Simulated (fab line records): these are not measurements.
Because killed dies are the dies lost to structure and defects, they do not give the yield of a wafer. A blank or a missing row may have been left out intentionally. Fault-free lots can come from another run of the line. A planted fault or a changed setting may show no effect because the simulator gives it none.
fab line records	flow n5_finfet
record lots=7	wafers=21
route steps=1938 shown PMOS_HMC_CHANNEL_EPI@59 FIN_SAQP@105 SD_EPI_N@275 SD_EPI_P@321 SD_ACTIVATION@331 HKMG_FIN@392 MOL_CONTACT_COAG@518
start_h: hours from the record's first day to the start of the lot's first wafer shown	wait_h: time in hours since the lot's previous step	" the same as in the row above	L1.1+2: several wafers, shown together as one row	- no value present, or no start provided	* or withheld: withheld	< > ~ a bound
route shown NAME@n: names a module that has steps shown in the file, with the first one's number in the route	usual: mean and standard deviation over wafers with no fault	same: alike in all rows	chamber/n: place in a boat	sites: per-site readings	_std_site: standard deviation of those values	_edge_site: outer sites' mean less inner sites'	radius_mm: how far each site lies from the wafer's centre	mask NAME#n: copy n	behind: the last tool/chamber to shape the wafer	hold: why the lot went on hold/how many hours it stayed there/how the hold came to an end	device: the transistor (n, p or np) that didn't switch	end of line: the same wafers' tests at the end of the route	a step without rows: its recipe alone	killed: not the wafer's yield, but the dies lost to structure and defects at the first sort	map: a wafer's dies, x killed, . not, _ none there
set.NAME: the run value of the setting; set.NAME@STEP: its run value at that earlier step	model.NAME: the simulator's own value behind a step, which no gauge read
lots whose settings were changed on purpose; a table a step, a row a wafer
## steps
# step N5_PMOS_HMC_CHANNEL_EPI_COAT_03
# recipe resist=CAR-ArF-block	spin_rpm=1500	resist_thk_nm=205
lot.wafer	tool	chamber	start_h	wait_h	set.spin_rpm	model.CAR-ArF-block_of_PMOS_HMC_CHANNEL_EPI_COAT_03.thk_nm
L074.1	litho_track-04	0	-	-	1500	205.7
L074.2	"	0	"	"	1429	210.6
L074.6	"	0	"	"	1429	209.8
L078.2	litho_track-04	0	-	-	1420	210.3
L078.3	"	0	"	"	1420	210.7
L078.4	"	0	"	"	1500	204.9
L080.1	litho_track-02	0	-	-	1500	206
L080.3	"	0	"	"	1500	205.3
L080.4	"	0	"	"	1500	204.7
L081.2	litho_track-04	0	-	-	1500	204.9
L081.4	"	0	"	"	1373	213.9
L081.5	"	0	"	"	1500	204.4
L089.1	litho_track-01	0	-	-	1500	206.2
L089.2	"	0	"	"	1500	205.2
L089.3	"	0	"	"	1622	197.6
L091.2	litho_track-02	0	-	-	1500	205.3
L091.4	"	0	"	"	1445	208.2
L091.5	"	0	"	"	1445	208.3
L093.1	litho_track-01	0	-	-	1500	206.6
L093.2	"	0	"	"	1500	206.1
L093.4	"	0	"	"	1416	212.2
# step N5_PMOS_HMC_CHANNEL_EPI_DESCUM_14
# recipe chemistry=O2	time_s=7.9	source_power_w=50	bias_power_w=20	pressure_mtorr=20	rf_frequency_hz=2.712e+07	temp_c=40	resist=CAR-ArF-block	o2_flow_sccm=225
lot.wafer	tool	chamber	start_h	wait_h	set.time_s	set.spin_rpm@PMOS_HMC_CHANNEL_EPI_COAT_03	model.CAR-ArF-block_of_PMOS_HMC_CHANNEL_EPI_COAT_03.thk_nm
L074.1	rie_diel-03	0	17.80	0.4	7.9	1500	199.2
L074.2	"	3	"	"	7.9	1429	204
L074.6	"	2	"	"	7.9	1429	203.2
L078.2	rie_diel-03	0	42.13	0.3	7.9	1420	203.8
L078.3	"	1	"	"	8.523	1420	203.8
L078.4	"	3	"	"	7.9	1500	198.4
L080.1	rie_diel-03	3	53.38	0.0	7.9	1500	199.4
L080.3	"	2	"	"	7.9	1500	198.7
L080.4	"	1	"	"	7.9	1500	198.2
L081.2	rie_diel-06	1	59.81	0.0	6.539	1500	199.1
L081.4	"	1	"	"	7.9	1373	207.3
L081.5	"	3	"	"	6.539	1500	198.7
L089.1	rie_diel-03	1	107.45	0.0	6.545	1500	200.5
L089.2	"	3	"	"	7.9	1500	198.7
L089.3	"	2	"	"	6.545	1622	191.8
L091.2	rie_diel-01	2	120.80	0.0	7.9	1500	198.8
L091.4	"	3	"	"	9.648	1445	200.6
L091.5	"	2	"	"	9.648	1445	200.7
L093.1	rie_diel-03	2	131.48	0.0	7.9	1500	200
L093.2	"	3	"	"	7.9	1500	199.6
L093.4	"	1	"	"	7.062	1416	206.2
# step N5_PMOS_HMC_CHANNEL_EPI_ETCH_32
# recipe chemistry=N2/H2	target=BARC	stop_on=SiO2	target_depth_a=858	over_etch_frac=0.3	time_s=50.3	ion_energy_ev=200	mask_material=CAR-ArF-block	pressure_mtorr=30	source_w=840	bias_w=150	n2_flow_sccm=200	h2_flow_sccm=200
lot.wafer	tool	chamber	start_h	wait_h	set.spin_rpm@PMOS_HMC_CHANNEL_EPI_COAT_03	model.CAR-ArF-block_of_PMOS_HMC_CHANNEL_EPI_COAT_03.thk_nm
L074.1	rie_diel-03	0	17.84	0.0	1500	132.7
L074.2	"	3	"	"	1429	137
L074.6	"	2	"	"	1429	135.3
L078.2	rie_diel-03	0	42.17	0.0	1420	136.9
L078.3	"	1	"	"	1420	135.9
L078.4	"	3	"	"	1500	131.4
L080.1	rie_diel-03	3	53.42	0.0	1500	132.9
L080.3	"	2	"	"	1500	131.1
L080.4	"	1	"	"	1500	130.1
L081.2	rie_diel-06	1	59.84	0.0	1500	132.4
L081.4	"	1	"	"	1373	140
L081.5	"	3	"	"	1500	135.1
L089.1	rie_diel-03	1	107.48	0.0	1500	133.2
L089.2	"	3	"	"	1500	132.3
L089.3	"	2	"	"	1622	125.1
L091.2	rie_diel-01	2	120.84	0.0	1500	133.9
L091.4	"	3	"	"	1445	134.8
L091.5	"	2	"	"	1445	136.1
L093.1	rie_diel-03	2	131.52	0.0	1500	134.2
L093.2	"	3	"	"	1500	133.4
L093.4	"	1	"	"	1416	139
# step N5_PMOS_HMC_CHANNEL_EPI_HM_OPEN_15
# recipe chemistry=CHF3/O2	target=SiO2	mask_material=CAR-ArF-block	target_depth_a=406	CHF3_flow_sccm=50	O2_flow_sccm=5	Ar_flow_sccm=200	time_s=20.3	pressure_mtorr=30	source_w=650	bias_w=170	ion_energy_ev=200
lot.wafer	tool	chamber	start_h	wait_h	set.spin_rpm@PMOS_HMC_CHANNEL_EPI_COAT_03	model.CAR-ArF-block_of_PMOS_HMC_CHANNEL_EPI_COAT_03.thk_nm
L074.1	rie_diel-03	0	17.88	0.0	1500	91.01
L074.2	"	3	"	"	1429	96.7
L074.6	"	2	"	"	1429	93.28
L078.2	rie_diel-03	0	42.21	0.0	1420	95.29
L078.3	"	1	"	"	1420	94.56
L078.4	"	3	"	"	1500	90.77
L080.1	rie_diel-03	3	53.46	0.0	1500	92.29
L080.3	"	2	"	"	1500	89.31
L080.4	"	1	"	"	1500	88.11
L081.2	rie_diel-06	1	59.89	0.0	1500	91.47
L081.4	"	1	"	"	1373	99
L081.5	"	3	"	"	1500	94.87
L089.1	rie_diel-03	1	107.52	0.0	1500	91.05
L089.2	"	3	"	"	1500	91.56
L089.3	"	2	"	"	1622	82.93
L091.2	rie_diel-01	2	120.88	0.0	1500	93.41
L091.4	"	3	"	"	1445	93.82
L091.5	"	2	"	"	1445	95.77
L093.1	rie_diel-03	2	131.56	0.0	1500	92.71
L093.2	"	3	"	"	1500	93.15
L093.4	"	1	"	"	1416	97.25
# step N5_FIN_SAQP_COAT_10
# recipe resist=CAR-ArF	spin_rpm=1500	resist_thk_nm=90
lot.wafer	tool	chamber	start_h	wait_h	set.spin_rpm	model.CAR-ArF_of_FIN_SAQP_COAT_10.thk_nm
L074.1	litho_track-03	0	-	-	1500	90.22
L074.2	"	0	"	"	1614	86.75
L074.6	"	0	"	"	1614	86.94
L078.2	litho_track-03	0	-	-	1500	89.92
L078.3	"	0	"	"	1500	89.91
L078.4	"	0	"	"	1500	89.77
L080.1	litho_track-01	0	-	-	1500	90.2
L080.3	"	0	"	"	1500	90.23
L080.4	"	0	"	"	1500	90.17
L081.2	litho_track-03	0	-	-	1500	89.95
L081.4	"	0	"	"	1500	90.36
L081.5	"	0	"	"	1500	90.13
L089.1	litho_track-05	0	-	-	1656	85.47
L089.2	"	0	"	"	1656	85.69
L089.3	"	0	"	"	1500	90.1
L091.2	litho_track-03	0	-	-	1500	90.26
L091.4	"	0	"	"	1556	88.32
L091.5	"	0	"	"	1500	89.84
L093.1	litho_track-05	0	-	-	1620	86.42
L093.2	"	0	"	"	1500	89.95
L093.4	"	0	"	"	1620	86.43
# step N5_FIN_SAQP_EBR_12
# recipe solvent=PGMEA	ebr_width_mm=1.5
# step N5_FIN_SAQP_SOFTBAKE_11
# recipe temp_c=110	time_s=60	resist=CAR-ArF
# step N5_FIN_SAQP_DESCUM_21
# recipe chemistry=O2	time_s=7.9	source_power_w=50	bias_power_w=20	pressure_mtorr=20	rf_frequency_hz=2.712e+07	temp_c=40	resist=CAR-ArF	o2_flow_sccm=225
# step N5_FIN_SAQP_ETCH_51
# recipe chemistry=CF4	target=SiARC	target_depth_a=455	mask_material=CAR-ArF	time_s=75.8	ion_energy_ev=80	pressure_mtorr=40	source_w=545	bias_w=36	Ar_flow_sccm=100	cf4_flow_sccm=100	ends=cleared
lot.wafer	tool	chamber	start_h	wait_h	set.spin_rpm@FIN_SAQP_COAT_10	model.CAR-ArF_of_FIN_SAQP_COAT_10.thk_nm
L074.1	rie_diel-04	0	22.14	0.0	1500	51.04
L074.2	"	2	"	"	1614	47.26
L074.6	"	2	"	"	1614	47.52
L078.2	rie_diel-05	0	46.61	0.0	1500	50.64
L078.3	"	3	"	"	1500	50.5
L078.4	"	1	"	"	1500	50.43
L080.1	rie_diel-05	2	58.34	0.0	1500	50.74
L080.3	"	1	"	"	1500	50.96
L080.4	"	1	"	"	1500	50.95
L081.2	rie_diel-02	2	64.39	0.0	1500	50.75
L081.4	"	0	"	"	1500	51.16
L081.5	"	3	"	"	1500	50.86
L089.1	rie_diel-05	3	111.98	0.0	1656	46.42
L089.2	"	0	"	"	1656	46.8
L089.3	"	2	"	"	1500	51.04
L091.2	rie_diel-04	1	125.26	0.0	1500	51.14
L091.4	"	3	"	"	1556	49.1
L091.5	"	2	"	"	1500	50.59
L093.1	rie_diel-05	3	135.96	0.0	1620	47.25
L093.2	"	1	"	"	1500	50.75
L093.4	"	2	"	"	1620	47.18
# step N5_SD_EPI_N_ETCH_35
# recipe chemistry=N2/H2	target=SOC	overetch_a=1080	mask_material=SiARC	temp_c=40	ion_energy_ev=100	source_w=3000	bias_w=133	pressure_mtorr=20	time_s=486	n2_flow_sccm=200	h2_flow_sccm=200
lot.wafer	tool	chamber	start_h	wait_h	set.time_s	model.SiARC_of_SD_EPI_N_COAT_33.thk_nm
L074.1	rie_diel-05	2	53.48	0.0	486	20
L074.2	"	0	"	"	486	20.8
L074.6	"	2	"	"	409.8	22.4
L078.2	rie_diel-02	0	75.33	0.0	486	20.2
L078.3	"	3	"	"	398.9	22
L078.4	"	2	"	"	486	18.8
L080.1	rie_diel-02	3	84.11	0.0	486	19.2
L080.3	"	0	"	"	486	20.4
L080.4	"	1	"	"	486	20.6
L081.2	rie_diel-05	0	91.58	0.0	486	20.6
L081.4+5	"	2	"	"	418.5	22
L089.1	rie_diel-05	1	138.97	0.0	486	20.6
L089.2	"	0	"	"	539.8	18.4
L089.3	"	2	"	"	539.8	18
L091.2	rie_diel-04	3	153.56	0.0	486	20
L091.4	"	1	"	"	486	20.6
L091.5	"	3	"	"	486	20.2
L093.1	rie_diel-04	3	162.16	0.0	486	20
L093.2	"	0	"	"	486	20.4
L093.4	"	0	"	"	486	20.2
# step N5_SD_EPI_P_EPI_21
# recipe material=SiGe:B	dopant=B	temp_c=550	pressure_torr=20	ambient=H2	time_s=355
lot.wafer	tool	chamber	start_h	wait_h	set.epi_growth_time_s	model.SiGe-B_of_SD_EPI_P_EPI_21.thk_nm
L074.1	epi_rpcvd-03	0	59.30	0.1	319.9	57.8
L074.2	"	0	"	"	319.9	58
L074.6	"	0	61.10	1.8	355	62.4
L078.2+4	epi_rpcvd-02	0	81.41	0.5	355	61
L078.3	"	0	"	"	369.2	62.4
L080.1	epi_rpcvd-02	0	92.07	0.2	355	61
L080.3	"	0	"	"	355	61.4
L080.4	"	0	"	"	355	61.8
L081.2	epi_rpcvd-03	0	97.67	0.5	334.2	58.6
L081.4	"	0	"	"	355	61
L081.5	"	0	"	"	355	61.6
L089.1	epi_rpcvd-02	0	144.83	0.1	391.3	65.8
L089.2	"	0	"	"	355	61.6
L089.3	"	0	"	"	391.3	65.6
L091.2+4	epi_rpcvd-04	0	161.16	0.9	329.5	57.2
L091.5	"	0	163.08	2.6	329.5	58
L093.1	epi_rpcvd-03	0	168.39	0.2	368.8	62.8
L093.2	"	0	"	"	355	61.6
L093.4	"	0	"	"	368.8	63.4
# step N5_SD_EPI_P_HM_STRIP_48
# recipe chemistry=H3PO4	temp_c=160	material=SiNx	target=SiNx	target_depth_a=30	overetch_fraction=0.3
lot.wafer	tool	chamber	start_h	wait_h	set.epi_growth_time_s@SD_EPI_P_EPI_21	model.SiGe-B_of_SD_EPI_P_EPI_21.thk_nm
L074.1	wet_bench-03	7	61.53	0.0	319.9	57.6
L074.2	"	6	"	"	319.9	57.8
L074.6	"	3	"	"	355	62
L078.2	wet_bench-03	6	83.29	0.0	355	60.6
L078.3	"	7	"	"	369.2	62.2
L078.4	"	3	"	"	355	60.8
L080.1	wet_bench-04	7	95.02	0.0	355	60.8
L080.3	"	3	"	"	355	61
L080.4	"	4	"	"	355	61.6
L081.2	wet_bench-04	2	99.56	0.0	334.2	58.2
L081.4	"	5	"	"	355	60.8
L081.5	"	3	"	"	355	61.2
L089.1	wet_bench-01	5	147.07	0.0	391.3	65.4
L089.2	"	4	"	"	355	61.4
L089.3	"	7	"	"	391.3	65.2
L091.2+4	wet_bench-04	4,7	164.43	0.0	329.5	57
L091.5	"	6	"	"	329.5	57.8
L093.1	wet_bench-01	7	171.36	0.0	368.8	62.6
L093.2	"	2	"	"	355	61.4
L093.4	"	4	"	"	368.8	63
# step N5_SD_ACTIVATION_LSA_01
# recipe temp_c=1080	time_s=0.0008	ambient=N2
# usual wafer_temp_C_max=1083.9/1.2
lot.wafer	tool	chamber	start_h	wait_h	set.temp_c	wafer_temp_C_max
L074.1	laser_anneal-01	0	61.91	0.2	1055	1058.5
L074.2	"	0	"	"	1080	1085.1
L074.6	"	0	"	"	1055	1059.0
L078.2	laser_anneal-01	0	83.68	0.2	1080	1085.4
L078.3	"	0	"	"	1112	1117.2
L078.4	"	0	"	"	1080	1085.4
L080.1	laser_anneal-01	0	95.43	0.2	1080	1084.5
L080.3	"	0	"	"	1080	1084.7
L080.4	"	0	"	"	1080	1084.9
L081.2	laser_anneal-02	0	100.11	0.2	1080	1082.7
L081.4	"	0	"	"	1080	1082.7
L081.5	"	0	"	"	1080	1082.3
L089.1	laser_anneal-02	0	147.43	0.2	1080	1083.3
L089.2	"	0	"	"	1107	1109.8
L089.3	"	0	"	"	1107	1110.1
L091.2	laser_anneal-02	0	164.83	0.2	1080	1083.2
L091.4	"	0	"	"	1111	1114.7
L091.5	"	0	"	"	1080	1082.3
L093.1	laser_anneal-02	0	171.77	0.2	1080	1082.0
L093.2	"	0	"	"	1080	1081.6
L093.4	"	0	"	"	1080	1083.3
# step N5_SD_ACTIVATION_RS_MEAS_03
# recipe thk_meas_gauge=four-point-probe
# usual RS_SD_N=22.0/0.33	RS_SD_P=55.9/0.81
lot.wafer	tool	chamber	start_h	wait_h	set.epi_growth_time_s@SD_EPI_P_EPI_21	set.temp_c@SD_ACTIVATION_LSA_01	RS_SD_N[ohm/sq]	RS_SD_P[ohm/sq]
L074.1	film_metro-01	-	62.11	0.2	319.9	1055	24.1	59.3
L074.2	"	-	"	"	319.9	1080	21.5	59.0
L074.6	"	-	"	"	355	1055	24.4	55.2
L078.2	film_metro-01	-	83.88	0.2	355	1080	22.0	54.9
L078.3	"	-	"	"	369.2	1112	18.5	54.7
L078.4	"	-	"	"	355	1080	21.9	54.9
L080.1	film_metro-01	-	95.63	0.2	355	1080	21.6	55.7
L080.3	"	-	"	"	355	1080	21.6	55.0
L080.4	"	-	"	"	355	1080	21.8	55.1
L081.2	film_metro-01	-	100.30	0.2	334.2	1080	21.6	59.3
L081.4	"	-	"	"	355	1080	21.7	56.2
L081.5	"	-	"	"	355	1080	21.8	56.3
L089.1	film_metro-02	-	147.64	0.2	391.3	1080	21.8	52.4
L089.2	"	-	"	"	355	1107	18.8	55.2
L089.3	"	-	"	"	391.3	1107	19.1	52.4
L091.2	film_metro-01	-	165.03	0.2	329.5	1080	22.4	59.2
L091.4	"	-	"	"	329.5	1111	18.7	60.0
L091.5	"	-	"	"	329.5	1080	22.4	59.0
L093.1	film_metro-01	-	171.97	0.2	368.8	1080	22.0	54.0
L093.2	"	-	"	"	355	1080	22.0	56.1
L093.4	"	-	"	"	368.8	1080	21.9	54.5
# step N5_HKMG_FIN_COAT_43
# recipe resist=CAR-ArF	spin_rpm=1500	resist_thk_nm=90
lot.wafer	tool	chamber	start_h	wait_h	set.spin_rpm	model.CAR-ArF_of_HKMG_FIN_COAT_43.thk_nm
L074.1	litho_track-03	0	-	-	1628	86.6
L074.2	"	0	"	"	1500	90.4
L074.6	"	0	"	"	1628	87
L078.2	litho_track-04	0	-	-	1362	94.6
L078.3+4	"	0	"	"	1500	90.4
L080.1	litho_track-02	0	-	-	1500	89.2
L080.3	"	0	"	"	1500	89.4
L080.4	"	0	"	"	1500	89.6
L081.2	litho_track-02	0	-	-	1440	92
L081.4	"	0	"	"	1500	90.2
L081.5	"	0	"	"	1440	92.2
L089.1+3	litho_track-04	0	-	-	1500	89.6
L089.2	"	0	"	"	1500	89.8
L091.2+4	litho_track-04	0	-	-	1500	89.6
L091.5	"	0	"	"	1500	90
L093.1	litho_track-03	0	-	-	1500	89.8
L093.2+4	"	0	"	"	1500	90
# step N5_HKMG_FIN_EBR_45
# recipe solvent=PGMEA	ebr_width_mm=1.5
# step N5_HKMG_FIN_SOFTBAKE_44
# recipe temp_c=110	time_s=60	resist=CAR-ArF
# step N5_HKMG_FIN_EXPOSE_46
# recipe mask_id=NDIPOLE	na=1.35	source_shape=conventional	sigma_outer=0.8	polarization=unpolarized	dose_mj=40
# step N5_HKMG_FIN_PEB_47
# recipe peb_temp_c=withheld	peb_time_s=60	resist=CAR-ArF
# step N5_HKMG_FIN_DEVELOP_48
# recipe develop_time_s=30	developer=TMAH	resist=CAR-ArF	rinse_liquid=diw	dry=air_spin	dev_temp_c=23
lot.wafer	tool	chamber	start_h	wait_h	set.spin_rpm@HKMG_FIN_COAT_43	model.CAR-ArF_of_HKMG_FIN_COAT_43.thk_nm
L074.1	litho_track-04	0	-	-	1628	84.8
L074.2	"	0	"	"	1500	88.6
L074.6	"	0	"	"	1628	85.2
L078.2	litho_track-02	0	-	-	1362	93
L078.3+4	"	0	"	"	1500	88.8
L080.1	litho_track-04	0	-	-	1500	87.4
L080.3	"	0	"	"	1500	87.8
L080.4	"	0	"	"	1500	88
L081.2+5	litho_track-02	0	-	-	1440	90.4
L081.4	"	0	"	"	1500	88.4
L089.1+3	litho_track-03	0	-	-	1500	87.8
L089.2	"	0	"	"	1500	88
L091.2+4	litho_track-03	0	-	-	1500	88
L091.5	"	0	"	"	1500	88.2
L093.1+4	litho_track-02	0	-	-	1500	88.2
L093.2	"	0	"	"	1500	88.4
# step N5_HKMG_FIN_CVD_62
# recipe material=a-Si	target_thk_a=30	temp_c=500	precursor=Si2H6	pressure_torr=1	time_s=20.8
lot.wafer	tool	chamber	start_h	wait_h	set.temp_c	model.a-Si_of_HKMG_FIN_CVD_62.thk_nm
L074.1	thermal_cvd_si-01	0	76.96	0.2	510.7	4
L074.2+6	"	0	"	"	500	3
L078.2+3+4	thermal_cvd_si-01	0,2,2	100.17	0.2	500	2.8
L080.1+3+4	thermal_cvd_si-01	0,2,0	111.27	0.2	500	3
L081.2+5	thermal_cvd_si-02	0,1	116.60	0.2	500	3.2
L081.4	"	2	"	"	500	3
L089.1+2	thermal_cvd_si-02	1,2	163.33	0.2	517.5	5
L089.3	"	2	"	"	500	3
L091.2+4	thermal_cvd_si-02	2	180.01	0.2	500	3
L091.5	"	2	"	"	519.5	5.2
L093.1	thermal_cvd_si-02	2	187.40	0.2	488.8	2.2
L093.2	"	1	"	"	488.8	2
L093.4	"	1	"	"	500	2.8
# step N5_MOL_CONTACT_COAG_COAT_104
# recipe resist=SiARC	temp_c=220	time_s=60	spin_rpm=1500	resist_thk_nm=12
lot.wafer	tool	chamber	start_h	wait_h	set.spin_rpm	model.SiARC_of_MOL_CONTACT_COAG_COAT_104.thk_nm
L074.1+2+6	litho_track-03	0	-	-	1500	12
L078.2+3	litho_track-04	0	-	-	1500	12
L078.4	"	0	"	"	1607	11.6
L080.1+3+4	litho_track-05	0	-	-	1500	12
L081.2+4+5	litho_track-05	0	-	-	1500	12
L089.1	litho_track-03	0	-	-	1395	12.4
L089.2	"	0	"	"	1500	12
L089.3	"	0	"	"	1395	12.6
L091.2+4+5	litho_track-03	0	-	-	1500	12
L093.1+2+4	litho_track-04	0	-	-	1500	12
## key
split step=N5_PMOS_HMC_CHANNEL_EPI_COAT_03	setting=spin_rpm	stated=1500	by=wafer
response step=N5_PMOS_HMC_CHANNEL_EPI_COAT_03	reading=model.CAR-ArF-block_of_PMOS_HMC_CHANNEL_EPI_COAT_03.thk_nm	change=-1.02	per=1%	r=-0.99
response step=N5_PMOS_HMC_CHANNEL_EPI_DESCUM_14	reading=model.CAR-ArF-block_of_PMOS_HMC_CHANNEL_EPI_COAT_03.thk_nm	change=-0.968	per=1%	r=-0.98
response step=N5_PMOS_HMC_CHANNEL_EPI_ETCH_32	reading=model.CAR-ArF-block_of_PMOS_HMC_CHANNEL_EPI_COAT_03.thk_nm	change=-0.826	per=1%	r=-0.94
response step=N5_PMOS_HMC_CHANNEL_EPI_HM_OPEN_15	reading=model.CAR-ArF-block_of_PMOS_HMC_CHANNEL_EPI_COAT_03.thk_nm	change=-0.804	per=1%	r=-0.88
split step=N5_PMOS_HMC_CHANNEL_EPI_DESCUM_14	setting=time_s	stated=7.9	by=wafer
response none clear
split step=N5_FIN_SAQP_COAT_10	setting=spin_rpm	stated=1500	by=wafer
response step=N5_FIN_SAQP_COAT_10	reading=model.CAR-ArF_of_FIN_SAQP_COAT_10.thk_nm	change=-0.44	per=1%	r=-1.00
response step=N5_FIN_SAQP_ETCH_51	reading=model.CAR-ArF_of_FIN_SAQP_COAT_10.thk_nm	change=-0.446	per=1%	r=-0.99
split step=N5_SD_EPI_N_ETCH_35	setting=time_s	stated=486	by=wafer
response step=N5_SD_EPI_N_ETCH_35	reading=model.SiARC_of_SD_EPI_N_COAT_33.thk_nm	change=-0.138	per=1%	r=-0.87
split step=N5_SD_EPI_P_EPI_21	setting=epi_growth_time_s	stated=355	by=wafer
response step=N5_SD_EPI_P_EPI_21	reading=model.SiGe-B_of_SD_EPI_P_EPI_21.thk_nm	change=+0.425	per=1%	r=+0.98
response step=N5_SD_EPI_P_HM_STRIP_48	reading=model.SiGe-B_of_SD_EPI_P_EPI_21.thk_nm	change=+0.412	per=1%	r=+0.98
response step=N5_SD_ACTIVATION_RS_MEAS_03	reading=RS_SD_P	change=-0.349	per=1%	r=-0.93
split step=N5_SD_ACTIVATION_LSA_01	setting=temp_c	stated=1080	by=wafer
response step=N5_SD_ACTIVATION_LSA_01	reading=wafer_temp_C_max	change=*	per=1%	r=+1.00
response step=N5_SD_ACTIVATION_RS_MEAS_03	reading=RS_SD_N	change=-1.2	per=1%	r=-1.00
split step=N5_HKMG_FIN_COAT_43	setting=spin_rpm	stated=1500	by=wafer
response step=N5_HKMG_FIN_COAT_43	reading=model.CAR-ArF_of_HKMG_FIN_COAT_43.thk_nm	change=-0.444	per=1%	r=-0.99
response step=N5_HKMG_FIN_DEVELOP_48	reading=model.CAR-ArF_of_HKMG_FIN_COAT_43.thk_nm	change=-0.446	per=1%	r=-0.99
split step=N5_HKMG_FIN_CVD_62	setting=temp_c	stated=500	by=wafer
response step=N5_HKMG_FIN_CVD_62	reading=model.a-Si_of_HKMG_FIN_CVD_62.thk_nm	change=+0.52	per=1%	r=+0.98
split step=N5_MOL_CONTACT_COAG_COAT_104	setting=spin_rpm	stated=1500	by=wafer
response step=N5_MOL_CONTACT_COAG_COAT_104	reading=model.SiARC_of_MOL_CONTACT_COAG_COAT_104.thk_nm	change=-0.0636	per=1%	r=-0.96
